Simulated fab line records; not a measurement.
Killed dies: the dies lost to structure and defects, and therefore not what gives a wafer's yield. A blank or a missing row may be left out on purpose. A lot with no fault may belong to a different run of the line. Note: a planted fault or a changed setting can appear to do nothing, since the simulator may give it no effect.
fab line records | flow nandHarc
record: lots: 6 wafers: 18 lastDay: 33
route steps=1302 shown P_STI@88
lots that met no fault: from a run of the same line without faults
startH: hours from the record's first day to the start of the lot's first wafer shown | waitH: hours from the lot's prior step to this one | " identical to the entry in the row above | L1.1+2: a single row standing in for several wafers | - either no value or no given start | * or withheld: withheld | < > ~ a bound
route shown NAME@n: NAME is a module with steps in the file, n the number in the route of the first one | usual: mean and standard deviation over wafers with no fault | same: alike in all rows | chamber/n: place in a boat | sites: readings site by site | _std_site: their standard deviation | _edge_site: the outer-site mean with the inner-site mean subtracted | radiusMm: how far each site lies from the wafer's centre | mask NAME#n: copy n | behind: the tool/chamber that last shaped the wafer | hold: cause of the lot's hold/its duration in hours/its outcome | device: names the non-switching transistor (n, p or np) | end of line: tests of these same wafers at the route's end | step lacking rows: just its recipe | killed: dies that structure and defects cost at the first sort, which is not the same as the wafer's yield | map: dies across one wafer; x = killed, . = not, _ = none there
set.NAME: the setting that was run; set.NAME@STEP: the one run at that earlier step | model.NAME: the simulator's own value behind a step, which no gauge read
lots at some steps of the route; a table a step, a row a wafer
services: the hour from which a tool's chamber was out of use, counted from the record's first day as startH (under 0 if before that day), plus the number of hours and why
== steps ==
step: NHARC_P_STI_ETCH_42
recipe: targetDepthA: 800 overetchA: 240 timeS: 61 ionEnergyEv: 200 n2FlowSccm: 150 h2FlowSccm: 150 arFlowSccm: 0 rfW: 400 biasW: 150 chemistry: N2/H2
usual: drypumpMotorCurrentA: 5.7/0.52 mfcArSccm: 0.014/0.015 oesProductAu: 1.003/0.011 rfVppV: 431.0/2.2 showerheadPlenumPTorr: 2.06/0.074 throttleValvePct: 14.172/0.0089
same: timeS: 61
columns lot.wafer tool chamber startH waitH drypumpMotorCurrentA mfcArSccm oesProductAu rfHoursCounterH rfVppV showerheadPlenumPTorr throttleValvePct
L979.2 rieDiel-12 2 128.05 0.1 6.2 0.032 0.974 1 429.1 1.96 14.167
L979.3 " 1 " " 6.1 0 1.005 1 430.8 2.02 14.180
L979.6 " 2 " " 6.2 0.032 0.989 - 427.6 1.97 14.178
L981.1 rieDiel-12 0 144.97 0.1 5.1 0.027 1.012 2 434.1 2.12 14.169
L981.4 " 1 " " 6.2 0 1.014 3 431.0 2.02 14.169
L981.3 " 2 " " 6.2 0.032 0.994 2 428.3 1.96 14.158
L987.3 rieDiel-12 0 203.34 0.1 5.1 0.027 0.996 6 431.9 2.11 14.172
L987.4 " 2 " " 6.2 0.032 0.996 7 429.1 1.96 14.172
L987.5 " 0 " " 5.1 0.027 0.997 - 432.3 2.11 14.181
L989.3 rieDiel-10 2 228.19 0.1 5.3 0.037 1.002 14 433.7 2.16 14.186
L989.2 " 0 " " 6.0 0.008 0.994 15 430.2 2.00 14.176
L989.6 " 3 " " 5.9 0 1.008 - 429.5 1.98 14.167
L990.1 rieDiel-10 0 240.35 0.1 6.0 0.008 0.987 15 430.3 2.00 14.161
L990.5 " 2 " " 5.3 0.037 1.003 - 434.3 2.16 14.157
L990.6 " 3 " " 5.9 0 1.022 - 428.0 1.97 14.164
L993.1 rieDiel-09 1 264.41 0.1 6.3 0 0.999 5 435.4 2.17 14.186
L993.3 " 0 " " 5.7 0.001 1.014 4 429.7 2.02 14.180
L993.6 " 1 " " 6.3 0 1.007 - 435.1 2.17 14.175
step: NHARC_P_STI_ETCH_31
recipe: targetDepthA: 1089 timeS: 54.5 cf4FlowSccm: 100 chf3FlowSccm: 30 arFlowSccm: 0 rfW: 500 biasW: 200 chemistry: CF4/CHF3
usual: drypumpMotorCurrentA: 5.7/0.53 mfcArSccm: 0.014/0.015 oesProductAu: 0.968/0.016 rfVppV: 371.0/1.9 showerheadPlenumPTorr: 1.58/0.052 throttleValvePct: 16.802/0.0089
same: timeS: 54.5
columns lot.wafer tool chamber startH waitH drypumpMotorCurrentA mfcArSccm oesProductAu rfHoursCounterH rfVppV showerheadPlenumPTorr throttleValvePct
L979.2 rieDiel-12 3 - - 6.5 0 0.957 1 372.5 1.59 16.805
L979.3 " 0 " " 5.1 0.027 0.934 1 372.4 1.63 16.803
L979.6 " 2 " " 6.2 0.032 0.914 - 370.2 1.52 16.817
L981.3 rieDiel-12 1 - - 6.1 0 0.968 3 370.0 1.56 16.801
L981.4 " 3 " " 6.5 0 0.994 2 370.9 1.59 16.806
L981.1 " 0 " " 5.1 0.027 0.972 2 371.3 1.63 16.807
L987.4 rieDiel-12 0 - - 5.1 0.027 0.963 6 373.2 1.63 16.810
L987.3 " 1 " " 6.1 0 0.964 7 370.5 1.56 16.825
L987.5 " 2 " " 6.2 0.032 0.936 - 367.0 1.52 16.799
L989.2 rieDiel-10 2 - - 5.2 0.037 0.973 14 373.3 1.66 16.805
L989.3 " 3 " " 5.9 0 0.969 11 367.5 1.53 16.787
L989.6 " 3 " " 5.9 0 0.959 - 369.4 1.53 16.797
L990.1 rieDiel-10 1 - - 5.1 0.021 0.955 16 369.4 1.54 16.816
L990.5 " 3 " " 5.9 0 0.995 - 368.6 1.53 16.804
L990.6 " 0 " " 6.0 0.008 0.973 - 369.7 1.54 16.810
L993.1 rieDiel-09 2 - - 5.3 0.032 0.976 5 373.8 1.64 16.800
L993.3 " 0 " " 5.7 0.001 0.972 4 370.2 1.56 16.781
L993.6 " 2 " " 5.3 0.032 0.985 - 373.9 1.64 16.790
step: NHARC_P_STI_ETCH_15
recipe: targetDepthA: 3000 taperDeg: 4 timeS: 100.1 hbrFlowSccm: 150 cl2FlowSccm: 50 rfW: 400 icpW: 400 biasW: 100 chemistry: HBr/Cl2
usual: drypumpMotorCurrentA: 5.7/0.62 oesProductAu: 0.998/0.0081 throttleValvePct: 26.406/0.009
same: timeS: 100.1
columns lot.wafer tool chamber startH waitH drypumpMotorCurrentA oesProductAu rfHoursCounterH throttleValvePct
L979.3 rieSi-03 1 128.24 - 6.3 1.000 0.52 26.399
L979.2 " 0 " " 5.5 0.995 0.42 26.400
L979.6 " 1 " " 6.3 1.002 - 26.414
L981.1 rieSi-04 0 145.16 - 6.5 0.997 0.99 26.414
L981.4 " 2 " " 5.3 0.989 0.80 26.406
L981.3 " 3 " " 5.2 0.982 1.10 26.425
L987.4 rieSi-03 0 203.53 - 5.4 0.991 0.96 26.397
L987.3 " 3 " " 4.7 1.015 0.80 26.397
L987.5 " 1 " " 6.3 1.007 - 26.414
L989.2 rieSi-05 1 228.40 - 6.0 0.992 0.63 26.388
L989.3 " 3 " " 4.8 0.984 0.67 26.407
L989.6 " 1 " " 6.0 1.006 - 26.418
L990.1 rieSi-03 2 240.56 - 5.4 1.014 0.04 26.406
L990.6 " 0 " " 5.4 0.999 - 26.400
L990.5 " 1 " " 6.3 0.988 - 26.402
L993.3 rieSi-04 2 264.61 - 5.3 1.008 0.55 26.401
L993.1 " 0 " " 6.5 1.006 0.72 26.404
L993.6 " 1 " " 6.5 1.011 - 26.422
step: NHARC_P_STI_CD_MEAS_16
usual: cdNm: 199.1/2.5
columns lot.wafer tool chamber startH waitH cdNm
L979.2 cdSem-01 - 128.40 - 199.5
L979.3 " - " " 199.3
L979.6 " - " " 199.0
L981.1 cdSem-01 - 145.32 - 198.0
L981.3 " - " " 196.7
L981.4 " - " " 196.7
L987.3 cdSem-03 - 203.70 - 196.1
L987.4 " - " " 202.9
L987.5 " - " " 199.5
L989.2 cdSem-01 - 228.55 - 200.5
L989.3 " - " " 200.3
L989.6 " - " " 198.4
L990.1 cdSem-03 - 240.69 - 200.3
L990.5 " - " " 199.4
L990.6 " - " " 199.7
L993.1 cdSem-03 - 264.76 - 199.0
L993.3 " - " " 199.1
L993.6 " - " " 199.9
step: NHARC_P_STI_OCD_MEAS_17
usual: trenchDepthNm: 300/3.3 trenchFootCdNm: 157.6/2.3
columns lot.wafer tool chamber startH waitH trenchDepthNm trenchFootCdNm
L979.2 ocd-01 - 128.49 0.1 300 157.4
L979.3 " - " " 299 158.7
L979.6 " - " " 303 159.2
L981.1 ocd-02 - 145.41 0.1 299 156.8
L981.3 " - " " 296 156.4
L981.4 " - " " 293 156.1
L987.3 ocd-01 - 203.79 0.1 305 153.8
L987.4 " - " " 298 160.5
L987.5 " - " " 305 159.0
L989.2 ocd-01 - 228.64 0.1 300 158.5
L989.3 " - " " 296 160.1
L989.6 " - " " 301 156.9
L990.1 ocd-01 - 240.78 0.1 303 157.7
L990.5 " - " " 295 159.5
L990.6 " - " " 304 158.1
L993.1 ocd-02 - 264.85 0.1 303 156.4
L993.3 " - " " 304 157.6
L993.6 " - " " 305 157.6
step: NHARC_P_STI_STRIP_19
recipe: timeS: 900 tempC: 130 chemistry: SPM
step: NHARC_P_STI_PRECLEAN_32
recipe: timeS: * tempC: 50 bathAgeMin: 0 chemistry: SC1
step: NHARC_P_STI_SRD_23
step: NHARC_P_STI_OCD_MEAS_43
usual: trenchDepthNm: 300/3.3 trenchFootCdNm: 157.7/2.4
columns lot.wafer tool chamber startH waitH trenchDepthNm trenchFootCdNm
L979.2 ocd-02 - 129.00 - 300 157.2
L979.3 " - " " 299 158.6
L979.6 " - " " 302 159.9
L981.1 ocd-02 - 145.91 - 299 156.0
L981.3 " - " " 296 156.5
L981.4 " - " " 293 156.5
L987.3 ocd-02 - 204.29 - 305 154.0
L987.4 " - " " 297 160.7
L987.5 " - " " 305 158.3
L989.2 ocd-02 - 229.14 - 299 158.7
L989.3 " - " " 296 160.4
L989.6 " - " " 301 157.1
L990.1 ocd-02 - 241.29 - 303 157.6
L990.5 " - " " 296 159.5
L990.6 " - " " 303 158.5
L993.1 ocd-02 - 265.35 - 304 156.3
L993.3 " - " " 304 158.7
L993.6 " - " " 305 158.2
step: NHARC_P_STI_OXIDE_33
recipe: targetThkA: 100 tempC: 1000 oxTimeS: 281 material: SiO2
step: NHARC_P_STI_HDPCVD_20
recipe: targetThkA: withheld sigmaOpenFrac: withheld material: SiO2
step: NHARC_P_STI_ANNEAL_34
recipe: tempC: 1000 timeS: 1800
step: NHARC_P_STI_CMP_21
recipe: tOverpolishS: 20 targetThkNm: 380.67
usual: edgeZonePressureFrac: 1.000/0.0044 motorCurrentA: 12.1/1.1 overpolishRunS: 20.001/0.0095 tOverpolishS: 20/0
columns lot.wafer tool chamber startH waitH edgeZonePressureFrac motorCurrentA overpolishRunS tOverpolishS
L979.3 cmp-03 0 153.66 0.4 0.999 11.6 19.998 20
L979.2 " 2 " " 0.998 13.5 20.022 20
L979.6 " 1 " " 1.002 13.3 19.993 20
L981.3 cmp-01 2 163.71 0.4 1.001 10.6 20.009 20
L981.4 " 3 " " 1.005 11.6 20.023 20
L981.1 " 0 " " 0.999 11.8 20.005 20
L987.3 cmp-01 1 231.77 0.4 0.999 11.2 77.064 77.058
L987.4 " 2 " " 0.996 11.4 77.048 77.058
L987.5 " 1 " " 1.005 10.6 77.044 77.058
L989.3 cmp-01 1 245.63 0.4 1.007 11.1 77.058 77.058
L989.2 " 2 " " 0.998 10.6 77.071 77.058
L989.6 " 2 " " 1.003 11.1 77.057 77.058
L990.1 cmp-04 1 261.59 0.4 1.000 12.9 19.998 20
L990.5 " 1 " " 0.997 12.9 20.000 20
L990.6 " 2 " " 0.998 14.3 20.006 20
L993.1 cmp-03 2 282.34 0.4 1.000 13.5 20.009 20
L993.3 " 3 " " 0.997 11.5 19.985 20
L993.6 " 2 " " 1.005 12.5 20.016 20
== services ==
columns tool chamber startH hours kind
rieSi-05 1 110.84 5.6 repair
cmp-03 - 112.29 0.9 repair
rieSi-05 2 113.76 32.4 repair
cmp-04 - 114.00 4.0 pm
rieDiel-12 0 116.86 7.5 repair
rieSi-05 - 128.00 9.0 pm
rieSi-05 - 137.26 2.1 repair
rieDiel-09 - 143.10 9.0 pm
cmp-01 - 151.97 0.8 repair
rieDiel-10 3 162.04 31.1 repair
cmp-03 - 163.29 4.0 pm
rieSi-04 - 165.00 9.0 pm
rieDiel-12 3 165.12 2.9 repair
cmp-01 - 185.62 4.0 pm
rieDiel-09 - 219.84 3.3 repair
rieSi-03 - 221.00 9.0 pm
rieDiel-09 3 232.31 15.8 repair
rieDiel-09 0 240.68 4.2 repair
rieDiel-10 - 242.50 9.0 pm
rieDiel-12 2 254.69 1.7 repair
rieSi-03 - 260.32 0.7 repair
cmp-03 - 261.29 4.0 pm
rieSi-03 2 264.15 2.9 repair
rieDiel-12 - 268.40 9.0 pm
== key ==
firstSign: step: NHARC_P_STI_CMP_21 reading: tOverpolishS direction: up sigmas: 99+ usual: 20 struck: 77.058
effect: step: NHARC_P_STI_CMP_21 reading: overpolishRunS direction: up sigmas: 99+ usual: 20.001 struck: 77.057
metAt NHARC_P_STI_CMP_21
struckWafers L987.3,L987.4,L987.5,L989.2,L989.3,L989.6
testerLeftOut L987,L989
onsetBetween 163.71 231.77
fault: kind: processParameterDrift tool: cmp-01 chamber: - onsetH: 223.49 steps: NHARC_P_STI_CMP_21 channel: tOverpolishS offset: 57.058 shape: step endH: 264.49 actsIn: theseRecipesOnly stated: 20
testerLeftOut: of these lots the tester's yield and bins aren't shown, on N5 and GAA mostly nor the transistor test; their killed dies are dies lost to structure and defects alone, not to doping, threshold or leakage, so they don't give the yield
